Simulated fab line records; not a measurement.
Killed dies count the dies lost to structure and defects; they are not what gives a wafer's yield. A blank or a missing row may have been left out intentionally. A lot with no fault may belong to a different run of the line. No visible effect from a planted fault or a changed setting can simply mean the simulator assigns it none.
Which tool is to blame? :: flow n5-finfet :: Sampling: 12 lots, 36 wafers, 3 of 1938 route steps

WHAT THE GAUGES READ, wafer by wafer
N5_BEOL_M7_CD_MEAS_11: target cd 38.5 nm.
lot: L076
measured: day 9 03:17
on: cd-sem-03
cd-nm (nm): 38.7 38.5 38.7

lot: L077
measured: day 9 08:41
on: cd-sem-02
cd-nm (nm): 38.3 38.4 39.8

lot: L079
measured: day 10 03:18
on: cd-sem-01
cd-nm (nm): 38.2 38.4 38.4

lot: L080
measured: day 10 12:25
on: cd-sem-02
cd-nm (nm): 39.1 38.7 38.5

lot: L083
measured: day 11 06:01
on: cd-sem-01
cd-nm (nm): 38.7 37.9 38.8

lot: L086
measured: day 11 21:47
on: cd-sem-02
cd-nm (nm): 38.2 39.1 38.3

lot: L085
measured: day 12 02:43
on: cd-sem-03
cd-nm (nm): 38.0 38.4 37.9

lot: L089
measured: day 12 12:35
on: cd-sem-02
cd-nm (nm): 39.8 38.3 38.4

lot: L093
measured: day 13 15:33
on: cd-sem-01
cd-nm (nm): 38.5 38.4 37.7

lot: L092
measured: day 14 02:04
on: cd-sem-01
cd-nm (nm): 39.5 38.8 38.7

lot: L095
measured: day 14 12:33
on: cd-sem-02
cd-nm (nm): 38.9 37.9 38.7

lot: L097
measured: day 14 22:05
on: cd-sem-01
cd-nm (nm): 38.7 38.1 38.5

WHAT TOOL EACH LOT RAN ON (gives the tool, then ch and the chambers of the sampled wafers, and finally the start)
lot: L076
N5_BEOL_M6_TRENCH_ETCH_37: rie-diel-02 ch 2,3, day 9 02:19 or earlier
N5_BEOL_M7_CURE_74: uv-cure-02 ch 0, day 9 02:19

lot: L077
N5_BEOL_M6_TRENCH_ETCH_37: rie-diel-04 ch 2,3, day 9 07:29 or earlier
N5_BEOL_M7_CURE_74: uv-cure-03 ch 1, day 9 07:29

lot: L079
N5_BEOL_M6_TRENCH_ETCH_37: rie-diel-05 ch 1,2, day 10 00:50 or earlier
N5_BEOL_M7_CURE_74: uv-cure-01 ch 2, day 10 00:50

lot: L080
N5_BEOL_M6_TRENCH_ETCH_37: rie-diel-02 ch 0,1,3, day 10 11:04 or earlier
N5_BEOL_M7_CURE_74: uv-cure-02 ch 2, day 10 11:04

lot: L083
N5_BEOL_M6_TRENCH_ETCH_37: rie-diel-04 ch 0,1, day 11 01:21 or earlier
N5_BEOL_M7_CURE_74: uv-cure-03 ch 2, day 11 01:21

lot: L086
N5_BEOL_M6_TRENCH_ETCH_37: rie-diel-02 ch 0,2,3, day 11 19:04 or earlier
N5_BEOL_M7_CURE_74: uv-cure-02 ch 1, day 11 19:04

lot: L085
N5_BEOL_M6_TRENCH_ETCH_37: rie-diel-04 ch 1,2,3, day 12 00:46 or earlier
N5_BEOL_M7_CURE_74: uv-cure-03 ch 2, day 12 00:46

lot: L089
N5_BEOL_M6_TRENCH_ETCH_37: rie-diel-04 ch 0,1,3, day 12 11:29 or earlier
N5_BEOL_M7_CURE_74: uv-cure-02 ch 0, day 12 11:29

lot: L093
N5_BEOL_M6_TRENCH_ETCH_37: rie-diel-04 ch 0,1, day 13 13:06 or earlier
N5_BEOL_M7_CURE_74: uv-cure-01 ch 2, day 13 13:06

lot: L092
N5_BEOL_M6_TRENCH_ETCH_37: rie-diel-04 ch 0,3, day 14 00:22 or earlier
N5_BEOL_M7_CURE_74: uv-cure-01 ch 0, day 14 00:22

lot: L095
N5_BEOL_M6_TRENCH_ETCH_37: rie-diel-04 ch 2,3, day 14 11:29 or earlier
N5_BEOL_M7_CURE_74: uv-cure-03 ch 2, day 14 11:29

lot: L097
N5_BEOL_M6_TRENCH_ETCH_37: rie-diel-04 ch 1,2, day 14 20:23 or earlier
N5_BEOL_M7_CURE_74: uv-cure-03 ch 0, day 14 20:23
- N5_BEOL_M6_TRENCH_ETCH_37: etches SiCOH lowk in C4F6/O2, target depth 94.435 nm, time 31.5 s.
- N5_BEOL_M7_CURE_74: cures SiCOH lowk, time 240 s.

THE ANSWER, worked out from the rows above alone
Rule: usual is defined by the lots themselves. Put in order of their means at a reading, lots are off if they are a third of the lots or fewer, leave a main group of 4 or more, and stand apart from it by a gap of 3 or more times the standard deviation of the main group's means; of several such gaps the widest counts. A main group whose means are all the same, to the digits that the tables above print for the reading, isn't used. A lot without any number at a reading at which 4 lots or more have one is off too. Any other lot the step has rows for is counted as sound.
No lot is off at any reading shown: from this, nothing can be told.

WHAT HAD BEEN PUT IN BY THE SIMULATOR
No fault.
